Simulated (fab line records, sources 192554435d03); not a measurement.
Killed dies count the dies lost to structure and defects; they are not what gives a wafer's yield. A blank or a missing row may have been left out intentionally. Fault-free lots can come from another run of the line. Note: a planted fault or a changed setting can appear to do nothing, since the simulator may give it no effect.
8D (eight disciplines) problem report, filled in by code || flow n5 finfet || the parts of the form that need people (team, actions taken, sign-off) are left out

== 1. PROBLEM STATEMENT ==
COMB_M7_max_site at N5_BEOL_M15_RC_MEAS_101 reads a mean of 4.4e-10 S/m on 1 wafer of 1 lot; wafers without a fault read 3.6e-11 S/m with a standard deviation of 8.7e-12. That is +47 standard deviations from the usual mean.
Seen first at day 17 08:04 on prober-02, wafer L762.1. Wafers with a number at this step in the record: 21, from 7 lots. Rule for "out", or "out of limits": more than 4 standard deviations from the usual mean. Any other wafer with a number is counted as sound.

== 2. WHAT IT IS, AND WHAT IT ISN'T ==
{"question": "which readings at this step", "is": "COMB_M7_max_site, COMB_M7", "is not": "COMB_M10, COMB_M11, COMB_M12, COMB_M13, COMB_M14, COMB_M15, COMB_M5, COMB_M6, COMB_M8, COMB_M8_max_site, COMB_M9, SERP_M10, SERP_M11, SERP_M13, SERP_M13_max_site, SERP_M14, SERP_M5, SERP_M6, SERP_M9"}
{"question": "which lots", "is": "L762", "is not": "L743, L744, L747, L750, L751, L763"}
{"question": "which wafers of those lots", "is": "L762.1", "is not": "L762.5, L762.6"}
{"question": "read on which gauges", "is": "prober-02", "is not": "prober-01"}
{"question": "when", "is": "from day 17 08:04", "is not": "up to then (17 sound wafers); but 3 sound wafers of L763 came after"}

== 3. SUSPECTS, AND WHAT RULES EACH OUT ==
Counting: if a tool at a process step up to the reading ran every lot that is out, it stays a suspect. Sound lots after the first of them don't rule it out here, since some wafers of a struck lot are sound.
- ruled out: the gauge at N5_BEOL_M15_RC_MEAS_101. All the wafers that are out were read on prober-02, but those of them that N5_PASSIVATION_PROBE_49 has rows for are out there too, on other tools.
- rie diel-06 at N5_BEOL_M7_STRIP_19 (strips in O2): kept. It processed L762, the lot that is out, at day 14 19:58, and its most recent sound lot before then was L750 at day 11 15:49.
- rie diel-02 at N5_BEOL_M7_DESCUM_33 (chemistry O2, time 7 s): kept. It processed L762, the lot that is out, at day 14 23:38, and its most recent sound lot before then was L750 at day 11 17:35.
- ald metal-02 at N5_BEOL_M7_ALD_77 (deposits TaN, target thk 2 nm, pulse time 2 s, purge time 3 s): kept. It processed L762, the lot that is out, at day 15 01:10, and its most recent sound lot before then was L751 at day 11 19:35.
- pvd sputter-02 at N5_BEOL_M8_HM_DEP_02 (deposits TiN, target thk 20 nm): kept. It ran the lot that is out, L762 (day 15 04:08).
- At N5_BEOL_M7_DESCUM_33, inside rie diel-02: chamber 2 took the wafers that are out, while their sound lot-mates went through chambers 0, 3.
- At N5_BEOL_M7_ALD_77, inside ald metal-02: chamber 3 took the wafers that are out, while their sound lot-mates went through chambers 0, 1.
Left after counting: rie diel-06 at N5_BEOL_M7_STRIP_19, rie diel-02 at N5_BEOL_M7_DESCUM_33, ald metal-02 at N5_BEOL_M7_ALD_77, pvd sputter-02 at N5_BEOL_M8_HM_DEP_02.

== 4. THE CAUSE (what the simulator had put in) ==
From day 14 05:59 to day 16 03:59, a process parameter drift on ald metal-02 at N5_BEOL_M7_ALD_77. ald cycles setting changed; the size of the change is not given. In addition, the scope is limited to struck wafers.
Counting left 4 suspects, and this tool is among them.

== 5. THE EFFECT CHAIN, in route order ==
One row per reading whose mean, taken over the struck wafers that have a number, lies over 3 standard deviations from the usual. Only readings for which the record gives a usual standard deviation are gone through. hours: the time from each lot's start at the first step in this table that gives one to its start at this step, as a median over the lots. sigmas: the change in usual standard deviations.
{"hours": 0, "step": "N5_BEOL_M15_RC_MEAS_101", "reading": "COMB_M7", "usual": "2.5e-11 S/m", "on struck wafers": 2.0e-10, "change": "+1.8e-10", "sigmas": "+32"}
{"hours": 0, "step": "N5_BEOL_M15_RC_MEAS_101", "reading": "COMB_M7_max_site", "usual": "3.6e-11 S/m", "on struck wafers": 4.4e-10, "change": "+4.1e-10", "sigmas": "+47"}
{"hours": 15, "step": "N5_PASSIVATION_PROBE_49", "reading": "killed_at_M4_up", "usual": 14, "on struck wafers": 51, "change": "+37", "sigmas": "+7.1"}
{"hours": 15, "step": "N5_PASSIVATION_PROBE_49", "reading": "sort_bin_4_leakage", "usual": "0.00 %", "on struck wafers": 3.39, "change": "+3.39", "sigmas": "+99 or more"}
Here are the process steps it includes:
- N5_PASSIVATION_PROBE_49

== 6. WHAT WOULD HAVE CAUGHT IT SOONER ==
In this record the first reading out of limits at a measuring or inspecting step was taken at day 17 08:04, 74 hours after the fault began at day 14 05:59.
No tool reading at N5_BEOL_M7_ALD_77 that has a usual standard deviation in the record was out on any struck wafer, so an alarm limit of 4 standard deviations on those readings would not have fired.
By day 17 08:04 the whole set of lots that are out, 1 in number, had already begun N5_BEOL_M7_ALD_77 on ald metal-02. None of them would have been spared by holding the tool at that moment.
